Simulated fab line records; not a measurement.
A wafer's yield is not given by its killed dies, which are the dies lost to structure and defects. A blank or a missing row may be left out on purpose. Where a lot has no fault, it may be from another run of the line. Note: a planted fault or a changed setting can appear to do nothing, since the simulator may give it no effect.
fab line records    flow nand_harc
record: lots: 6  wafers: 18  last_day: 24
route steps=1159 shown A_CONTACT@947 END@1159
lots that met no fault: taken from a fault-free run of the same line
start_h: start of the lot's first displayed wafer, in hours after the record's first day    wait_h: hours from the lot's prior step to this one    " same as the row above    L1.1+2: several wafers, shown together as one row    - value missing, or start not given    * or withheld: withheld    < > ~ a bound
route shown NAME@n: names a module that has steps shown in the file, with the first one's number in the route    usual: the fault-free wafers' mean and standard deviation    same: alike in all rows    chamber/n: place in a boat    sites: per-site readings    _std_site: how widely they spread, as a standard deviation    _edge_site: outer sites' mean less inner sites'    radius_mm: for every site, how far away it sits from the centre of the wafer    mask NAME#n: copy n    behind: tool/chamber where the wafer was last shaped    hold: why the lot was held/for how many hours/how that ended    device: the transistor (n, p or np) that didn't switch    end of line: at the end of the route, the tests of the same wafers    a step without rows: its recipe alone    killed: not the wafer's yield, but the dies lost to structure and defects at the first sort    map: a wafer's dies, x killed, . not, _ none there
set.NAME: the setting as run; set.NAME@STEP: as run at that earlier step    model.NAME: the simulator's own value behind a step, which no gauge read
lots at selected steps of the route; one table per step, one row per wafer
services: the hour from which a tool's chamber was out of use, counted from the record's first day as start_h (under 0 if before that day), plus the number of hours and why
== steps ==
step: NHARC_A_CONTACT_ETCH_138
recipe: source_w: withheld  pressure_mtorr: 20  bias_v: 3000  time_s: 132  target_depth_a: 12890  ar_flow_sccm: withheld  c4f8_flow_sccm: withheld  o2_flow_sccm: withheld  chemistry: C4F8/O2/Ar
lot.wafer  tool             chamber  start_h  wait_h  rf_hours_counter_h
L958.2     har_cap_etch-03  0        399.63   0.1     90
L958.4     "                0        "        "       -
L958.6     "                1        "        "       -
L967.2     har_cap_etch-03  1        457.09   0.1     101
L967.4     "                0        "        "       -
L967.6     "                1        "        "       -
L969.2     har_cap_etch-02  0        473.47   0.1     27
L969.4     "                1        "        "       -
L969.5     "                1        "        "       -
L971.4     har_cap_etch-02  1        477.80   0.1     -
L971.6     "                1        "        "       -
L971.5     "                0        "        "       -
L973.3     har_cap_etch-01  0        502.16   0.1     -
L973.4     "                1        "        "       -
L973.5     "                0        "        "       -
L978.1     har_cap_etch-01  0        521.37   0.1     83
L978.4     "                1        "        "       -
L978.5     "                0        "        "       -
step: NHARC_A_CONTACT_ETCH_139
recipe: source_w: withheld  pressure_mtorr: 20  bias_v: 400  time_s: 137  target_depth_a: 5900  ar_flow_sccm: withheld  c4f8_flow_sccm: 11.5  o2_flow_sccm: 7.2  chemistry: C4F8/O2/Ar
step: NHARC_A_CONTACT_ETCH_92
recipe: target_depth_a: 400  over_etch_frac: 0.5  time_s: 85.7  ion_energy_ev: 120  ch3f_flow_sccm: 50  o2_flow_sccm: 30  ar_flow_sccm: 200  rf_w: 500  bias_w: 100  chemistry: CH3F/O2
usual: drypump_motor_current_A: 5.6/0.54  oes_product_au: 0.925/0.0072  rf_vpp_V: 244.7/1.9  showerhead_plenum_p_Torr: 2.48/0.12  throttle_valve_pct: 20.664/0.0095
lot.wafer  tool         chamber  start_h  wait_h  drypump_motor_current_A  oes_product_au  rf_hours_counter_h  rf_vpp_V  showerhead_plenum_p_Torr  throttle_valve_pct
L958.4     rie_diel-02  1        400.16   0.3     4.9                      0.928           12                  243.5     2.50                      20.677
L958.2     "            2        "        "       5.5                      0.929           13                  243.7     2.30                      20.674
L958.6     "            1        "        "       4.9                      0.922           -                   244.7     2.50                      20.673
L967.2     rie_diel-11  1        457.59   0.3     6.3                      0.930           35                  242.2     2.31                      20.682
L967.4     "            3        "        "       5.9                      0.937           29                  245.4     2.60                      20.670
L967.6     "            1        "        "       6.4                      0.936           -                   242.9     2.31                      20.658
L969.4     rie_diel-11  2        473.99   0.3     4.8                      0.925           40                  245.3     2.55                      20.682
L969.2     "            0        "        "       5.1                      0.923           38                  247.7     2.64                      20.652
L969.5     "            2        "        "       4.9                      0.929           -                   244.8     2.55                      20.674
L971.4     rie_diel-11  0        478.40   0.3     5.1                      0.925           40                  246.9     2.64                      20.654
L971.6     "            0        "        "       5.1                      0.925           -                   246.2     2.64                      20.666
L971.5     "            1        "        "       6.4                      0.936           -                   241.9     2.31                      20.674
L973.3     rie_diel-02  0        502.66   0.3     6.3                      0.926           33                  244.6     2.58                      20.661
L973.4     "            2        "        "       5.5                      0.929           33                  242.8     2.29                      20.669
L973.5     "            0        "        "       6.3                      0.919           -                   245.3     2.58                      20.669
L978.4     rie_diel-12  3        522.05   0.5     6.0                      0.922           48                  244.9     2.52                      20.672
L978.1     "            0        "        "       5.7                      0.917           51                  243.7     2.42                      20.665
L978.5     "            2        "        "       5.8                      0.927           -                   244.4     2.42                      20.659
step: NHARC_A_CONTACT_ETCH_98
recipe: target_depth_a: 200  over_etch_frac: 0.5  time_s: 10  ion_energy_ev: 250  c4f6_flow_sccm: 25  o2_flow_sccm: 20  ar_flow_sccm: 500  rf_w: 600  bias_w: 500  chemistry: C4F6/O2
usual: drypump_motor_current_A: 5.6/0.54  oes_product_au: 0.956/0.016  rf_vpp_V: 548/3.7  showerhead_plenum_p_Torr: 3.98/0.18  throttle_valve_pct: 26.903/0.0097
lot.wafer  tool         chamber  start_h  wait_h  drypump_motor_current_A  oes_product_au  rf_hours_counter_h  rf_vpp_V  showerhead_plenum_p_Torr  throttle_valve_pct
L958.2     rie_diel-02  0        -        -       6.3                      0.944           15                  551       4.12                      26.927
L958.4     "            3        "        "       5.8                      0.934           14                  550       4.07                      26.903
L958.6     "            1        "        "       4.9                      0.939           -                   548       3.99                      26.914
L967.2     rie_diel-11  0        -        -       5.1                      0.941           32                  554       4.21                      26.897
L967.4     "            2        "        "       4.8                      0.949           33                  550       4.06                      26.892
L967.6     "            1        "        "       6.4                      0.948           -                   542       3.70                      26.905
L969.2     rie_diel-11  1        -        -       6.4                      0.963           42                  543       3.70                      26.915
L969.4     "            2        "        "       4.8                      0.969           40                  551       4.06                      26.910
L969.5     "            2        "        "       4.8                      0.974           -                   549       4.06                      26.877
L971.4     rie_diel-11  3        -        -       6.0                      0.959           37                  552       4.12                      26.908
L971.6     "            2        "        "       4.8                      0.952           -                   551       4.06                      26.924
L971.5     "            3        "        "       5.9                      0.962           -                   551       4.12                      26.897
L973.3     rie_diel-02  0        -        -       6.3                      0.960           33                  549       4.11                      26.907
L973.4     "            2        "        "       5.5                      0.949           33                  543       3.67                      26.893
L973.5     "            0        "        "       6.3                      0.949           -                   551       4.11                      26.889
L978.1     rie_diel-12  0        -        -       5.8                      0.977           51                  548       3.86                      26.895
L978.4     "            1        "        "       5.0                      0.985           51                  543       3.69                      26.895
L978.5     "            3        "        "       6.0                      0.991           -                   549       4.01                      26.906
step: NHARC_A_CONTACT_CD_MEAS_15
usual: cd_nm: 90.2/0.41
lot.wafer  tool       chamber  start_h  wait_h  cd_nm
L958.2     cd_sem-03  -        400.38   -       89.8
L958.4     "          -        "        "       90.4
L958.6     "          -        "        "       90.3
L967.2     cd_sem-01  -        457.81   -       89.9
L967.4     "          -        "        "       90.0
L967.6     "          -        "        "       90.0
L969.2     cd_sem-01  -        474.20   -       90.0
L969.4     "          -        "        "       89.7
L969.5     "          -        "        "       89.5
L971.4     cd_sem-02  -        478.62   -       89.7
L971.5     "          -        "        "       89.8
L971.6     "          -        "        "       90.1
L973.3     cd_sem-02  -        502.88   -       90.5
L973.4     "          -        "        "       90.5
L973.5     "          -        "        "       91.0
L978.1     cd_sem-01  -        522.44   -       89.9
L978.4     "          -        "        "       90.5
L978.5     "          -        "        "       90.7
step: NHARC_A_CONTACT_STRIP_107
recipe: n2_flow_sccm: 150  h2_flow_sccm: 150  ar_flow_sccm: 0  bias_w: 0  chemistry: N2/H2
step: NHARC_A_CONTACT_STRIP_108
recipe: cf4_flow_sccm: 100  chf3_flow_sccm: 30  ar_flow_sccm: 0  bias_w: 0  chemistry: CF4/CHF3
step: NHARC_A_CONTACT_STRIP_109
recipe: o2_flow_sccm: 400  cos_flow_sccm: 20  ar_flow_sccm: 0  bias_w: 0  chemistry: O2/COS
step: NHARC_A_CONTACT_ETCH_110
recipe: target_depth_a: 500  overetch_a: 50  time_s: 27.5  ion_energy_ev: 100  cf4_flow_sccm: 80  o2_flow_sccm: 20  ar_flow_sccm: 0  rf_w: 300  bias_w: 100  chemistry: CF4/O2
usual: cf4_flow_sccm: 79.99/0.22  drypump_motor_current_A: 5.7/0.52  oes_ar_750_au: 1.000/0.0045  oes_product_au: 0.996/0.0069  rf_vpp_V: 198.1/1.5  showerhead_plenum_p_Torr: 1.35/0.063  throttle_valve_pct: 13.397/0.0079
lot.wafer  tool         chamber  start_h  wait_h  cf4_flow_sccm  drypump_motor_current_A  oes_ar_750_au  oes_product_au  rf_hours_counter_h  rf_vpp_V  showerhead_plenum_p_Torr  throttle_valve_pct
L958.4     rie_diel-02  3        400.67   0.1     79.85          5.8                      1.000          0.988           14                  198.7     1.39                      13.391
L958.2     "            0        "        "       79.75          6.3                      0.998          1.000           15                  200.0     1.41                      13.404
L958.6     "            2        "        "       80.26          5.5                      1.005          0.989           -                   195.7     1.25                      13.392
L967.4     rie_diel-02  0        458.11   0.1     80.07          6.3                      1.004          1.005           25                  199.4     1.41                      13.397
L967.2     "            2        "        "       79.96          5.5                      0.996          0.989           24                  195.4     1.24                      13.388
L967.6     "            1        "        "       79.89          4.9                      0.996          0.996           -                   199.2     1.36                      13.406
L969.4     rie_diel-02  3        474.49   0.1     79.82          5.8                      1.005          0.994           28                  199.3     1.39                      13.400
L969.2     "            1        "        "       79.78          4.9                      1.000          0.994           26                  197.1     1.36                      13.406
L969.5     "            3        "        "       79.90          5.8                      1.006          0.992           -                   199.8     1.39                      13.401
L971.4     rie_diel-02  2        479.34   0.1     80.33          5.5                      1.006          1.002           29                  195.5     1.24                      13.392
L971.6     "            3        "        "       79.86          5.8                      0.996          0.997           -                   198.1     1.39                      13.418
L971.5     "            0        "        "       79.87          6.3                      1.004          1.013           -                   198.9     1.40                      13.403
L973.4     rie_diel-11  0        503.30   0.0     79.87          5.0                      0.993          0.994           47                  200.0     1.44                      13.401
L973.3     "            1        "        "       80.11          6.4                      1.003          0.994           51                  195.7     1.25                      13.398
L973.5     "            0        "        "       79.90          5.1                      1.001          0.993           -                   199.2     1.44                      13.394
L978.4     rie_diel-02  0        523.15   0.5     80.02          6.3                      1.000          1.005           2                   199.5     1.40                      13.388
L978.1     "            2        "        "       79.84          5.5                      1.002          1.003           2                   195.1     1.24                      13.399
L978.5     "            0        "        "       80.38          6.3                      0.994          0.987           -                   198.1     1.40                      13.390
step: NHARC_A_CONTACT_STRIP_26
recipe: o2_flow_sccm: 500  ar_flow_sccm: 0  bias_w: 0  chemistry: O2
usual: drypump_motor_current_A: 5.6/0.51  oes_product_au: 0.998/0.0075  rf_vpp_V: 57.9/0.84  showerhead_plenum_p_Torr: 3.56/0.16  throttle_valve_pct: 17.038/0.0095
lot.wafer  tool         chamber  start_h  wait_h  drypump_motor_current_A  oes_product_au  rf_hours_counter_h  rf_vpp_V  showerhead_plenum_p_Torr  throttle_valve_pct
L958.4     rie_diel-02  1        -        -       4.9                      0.994           12                  57.6      3.59                      17.035
L958.2     "            0        "        "       6.3                      1.008           15                  58.2      3.71                      17.047
L958.6     "            2        "        "       5.5                      1.004           -                   56.7      3.30                      17.033
L967.2     rie_diel-02  3        -        -       5.8                      0.995           24                  57.6      3.66                      17.037
L967.4     "            0        "        "       6.3                      0.992           25                  58.0      3.71                      17.052
L967.6     "            3        "        "       5.8                      0.989           -                   57.2      3.66                      17.043
L969.4     rie_diel-02  0        -        -       6.3                      0.999           28                  58.6      3.70                      17.036
L969.2     "            1        "        "       4.9                      0.996           27                  58.8      3.58                      17.035
L969.5     "            3        "        "       5.8                      0.994           -                   58.0      3.66                      17.035
L971.4     rie_diel-02  1        -        -       4.9                      1.001           28                  56.9      3.58                      17.039
L971.5     "            2        "        "       5.5                      1.003           -                   57.3      3.29                      17.020
L971.6     "            3        "        "       5.8                      0.994           -                   56.7      3.66                      17.035
L973.3     rie_diel-11  3        -        -       5.9                      1.014           43                  58.1      3.71                      17.041
L973.4     "            1        "        "       6.3                      1.000           51                  55.8      3.32                      17.037
L973.5     "            2        "        "       4.8                      0.993           -                   58.5      3.65                      17.025
L978.1     rie_diel-02  0        -        -       6.3                      0.992           2                   59.1      3.70                      17.031
L978.4     "            1        "        "       4.9                      0.988           3                   58.4      3.58                      17.045
L978.5     "            3        "        "       5.8                      0.992           -                   58.7      3.65                      17.040
step: NHARC_A_CONTACT_STRIP_27
recipe: time_s: 600  temp_c: 30  chemistry: post_etch_residue_remover
step: NHARC_A_CONTACT_ALD_18
recipe: target_thk_a: 30  pulse_time_s: 1  ald_cycles: 150  temp_c: 450  material: TiN
step: NHARC_A_CONTACT_CVD_19
recipe: target_thk_a: 3000  temp_c: 300  pressure_torr: 40  wf6_flow_sccm: 40  h2_flow_sccm: 1600  ar_flow_sccm: 1560  time_s: 802  material: W
usual: heater_power_w: 519/37  throttle_valve_pct: 8.09/0.2
lot.wafer  tool      chamber  start_h  wait_h  heater_power_w  since_wet_clean_h  throttle_valve_pct
L958.2     cvd_w-01  0        401.65   -       497             88                 8.21
L958.4     "         0        "        "       513             -                  8.40
L958.6     "         1        "        "       569             -                  8.08
L967.2     cvd_w-02  0        459.16   -       462             67                 7.98
L967.4     "         1        "        "       512             -                  8.09
L967.6     "         0        "        "       468             -                  8.18
L967.2     cvd_w-02  0        460.16   0.9     464             -                  7.92
L967.4     "         1        "        "       507             -                  7.89
L967.6     "         0        "        "       452             -                  8.15
L969.2     cvd_w-01  1        478.13   -       561             165                8.04
L969.4     "         0        "        "       499             -                  8.50
L969.5     "         1        "        "       561             -                  8.20
L969.2     cvd_w-01  1        480.13   1.9     562             -                  7.85
L969.4     "         0        "        "       522             -                  8.28
L969.5     "         1        "        "       569             -                  7.89
L971.4     cvd_w-02  1        480.56   -       522             -                  8.19
L971.5     "         0        "        "       465             -                  8.16
L971.6     "         1        "        "       528             -                  8.19
L973.3     cvd_w-01  0        508.37   -       529             -                  8.02
L973.4     "         1        "        "       569             -                  8.21
L973.5     "         1        "        "       581             -                  8.19
L978.1     cvd_w-02  0        524.97   -       475             133                8.22
L978.4     "         0        "        "       468             -                  8.21
L978.5     "         1        "        "       524             -                  8.14
step: NHARC_A_CONTACT_CMP_20
recipe: t_overpolish_s: 30  target_thk_nm: 300
usual: motor_current_A: 12.1/1.2  overpolish_run_s: 29.999/0.0093  pad_life_wafers: 258/170  time_to_endpoint_s: 59.7/2.3
same: t_overpolish_s: 30
lot.wafer  tool    chamber  start_h  wait_h  motor_current_A  overpolish_run_s  pad_life_wafers  time_to_endpoint_s
L958.2     cmp-03  1        402.59   0.8     11.4             29.987            289              61.4
L958.4     "       3        "        "       12.1             30.012            291              61.3
L958.6     "       0        "        "       10.7             29.999            -                63.2
L967.2     cmp-03  1        461.03   0.7     11.2             29.993            33               122.4
L967.4     "       2        "        "       13.6             29.998            34               117.7
L967.6     "       2        "        "       13.4             29.981            -                117.7
L969.4     cmp-04  0        481.05   0.7     13.0             29.985            527              119.3
L969.2     "       1        "        "       11.4             29.971            528              119.3
L969.5     "       2        "        "       14.3             30.009            -                120.1
L971.4     cmp-03  0        481.18   0.5     11.5             29.999            135              64.8
L971.5     "       1        "        "       11.3             30.001            -                61.0
L971.6     "       2        "        "       15.2             30.002            -                64.0
L973.4     cmp-01  3        509.08   0.5     12.5             30.021            188              60.7
L973.3     "       0        "        "       11.4             30.004            189              58.3
L973.5     "       1        "        "       10.6             29.998            -                59.1
L978.1     cmp-01  1        525.78   0.7     11.0             29.994            308              61.8
L978.4     "       2        "        "       10.6             30.001            309              60.7
L978.5     "       0        "        "       10.9             29.981            -                60.7
step: NHARC_END_SORT_01
recipe: temp_c: 25
usual: killed_at_array: 29/11  killed_at_other: 0.6/0.92  killed_at_periphery: 3.2/2  killed_dies: 33/11  killed_open: 3.2/2  killed_short: 1.9/1.5
same: gross_dies: 677
lot.wafer  tool       chamber  start_h  wait_h  killed_at_array  killed_at_other  killed_at_periphery  killed_dies  killed_open  killed_short
L967.2     prober-02  0        511.60   2.8     28               0                5                    33           2            1
L967.4     prober-02  0        513.19   3.4     28               0                3                    31           4            1
L967.6     prober-02  0        514.79   4.0     26               0                11                   37           3            3
L969.2     prober-01  0        542.23   2.8     19               0                1                    20           1            2
L969.4     prober-01  0        543.82   3.4     8                0                3                    11           2            1
L969.5     prober-01  0        544.62   3.7     14               0                4                    18           3            2
killed by level:class
L967.2 A_SLIT:chamber_film_flake=19 A_CONTACT:chamber_film_flake=3 P_ZERO_WELL:chamber_film_flake=2 P_GATE:chamber_film_flake=2 A_CHANNEL_HOLE_D1:chamber_film_flake=2 P_M0:geometric_particle:open=1 A_CHANNEL_HOLE_D1:geometric_particle:short=1 A_SGD_CUT:geometric_particle:open=1
L967.4 A_SLIT:chamber_film_flake=12 A_CONTACT:chamber_film_flake=6 A_CHANNEL_HOLE_D1:chamber_film_flake=2 A_STAIRCASE:chamber_film_flake=2 P_GATE:geometric_particle:open=1 A_SOURCE_PLATE:geometric_particle:open=1 A_ONON_D1:geometric_particle:open=1 A_CHANNEL_FILL_D1:geometric_particle:short=1
L967.6 A_SLIT:chamber_film_flake=13 P_ZERO_WELL:chamber_film_flake=4 A_CONTACT:chamber_film_flake=4 P_GATE:chamber_film_flake=3 A_CHANNEL_HOLE_D1:chamber_film_flake=3 A_STAIRCASE:chamber_film_flake=2 P_GATE:geometric_particle:short=1 P_GATE:geometric_particle:open=1
L969.2 A_CHANNEL_HOLE_D1:chamber_film_flake=9 A_CONTACT:chamber_film_flake=3 A_STAIRCASE:chamber_film_flake=2 A_WL_FILL:chamber_film_flake=2 A_ONON_D1:geometric_particle:short=1 A_WL_FILL:geometric_particle:short=1 A_CONTACT:geometric_particle:open=1 P_GATE:chamber_film_flake=1
L969.4 A_CHANNEL_HOLE_D1:chamber_film_flake=4 A_CONTACT:chamber_film_flake=2 P_STI:geometric_particle:open=1 P_M1:geometric_particle:short=1 A_CHANNEL_FILL_D1:geometric_particle:open=1 P_GATE:chamber_film_flake=1 A_STAIRCASE:chamber_film_flake=1
L969.5 A_CHANNEL_HOLE_D1:chamber_film_flake=4 A_STAIRCASE:chamber_film_flake=3 A_WL_FILL:geometric_particle:open=2 P_GATE:chamber_film_flake=2 P_STI:geometric_particle:short=1 A_CHANNEL_FILL_D1:geometric_particle:open=1 A_WL_FILL:geometric_particle:short=1 P_ZERO_WELL:chamber_film_flake=1
== services ==
tool             chamber  start_h  hours  kind
cvd_w-02         -        379.58   13.0   pm
rie_diel-12      -        379.69   9.0    pm
cmp-01           -        387.49   44.4   repair
cmp-04           -        399.00   4.0    pm
rie_diel-12      3        406.51   1.2    repair
har_cap_etch-02  -        418.51   0.6    repair
rie_diel-12      -        423.86   1.4    repair
cmp-04           -        424.51   1.5    repair
cmp-03           -        433.16   0.2    repair
har_cap_etch-01  -        434.52   0.1    repair
cmp-04           -        446.26   0.6    repair
cmp-01           -        449.32   4.0    repair
cmp-03           -        450.06   4.0    pm
rie_diel-12      3        450.91   2.4    repair
cmp-01           -        453.65   1.5    repair
cmp-01           -        473.53   4.0    pm
cvd_w-01         -        481.41   13.0   pm
rie_diel-02      2        490.18   1.7    repair
cmp-04           -        497.04   4.0    pm
rie_diel-02      -        504.79   9.0    pm
rie_diel-12      3        504.83   5.6    repair
rie_diel-11      1        509.97   11.8   repair
har_cap_etch-03  -        512.78   0.4    repair
rie_diel-02      0        513.83   1.9    repair
== key ==
first_sign: step: NHARC_A_CONTACT_CVD_19  reading: visit  direction: added
effect: step: NHARC_A_CONTACT_CMP_20  reading: time_to_endpoint_s  direction: up  sigmas: 26  usual: *  struck: *
met_at NHARC_A_CONTACT_CVD_19
struck_wafers L967.2,L967.4,L967.6,L969.2,L969.4,L969.5
tester_left_out L967,L969
fault: kind: repeated_step_whole  tool: cvd_w-01,cvd_w-02  chamber: -  onset_h: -  steps: NHARC_A_CONTACT_CVD_19  times: 1  scope: struck_lots_only
tester_left_out: of these lots the tester's yield and bins aren't shown, on N5 and GAA mostly nor the transistor test; their killed dies are dies lost to structure and defects alone, not to doping, threshold or leakage, so they don't give the yield
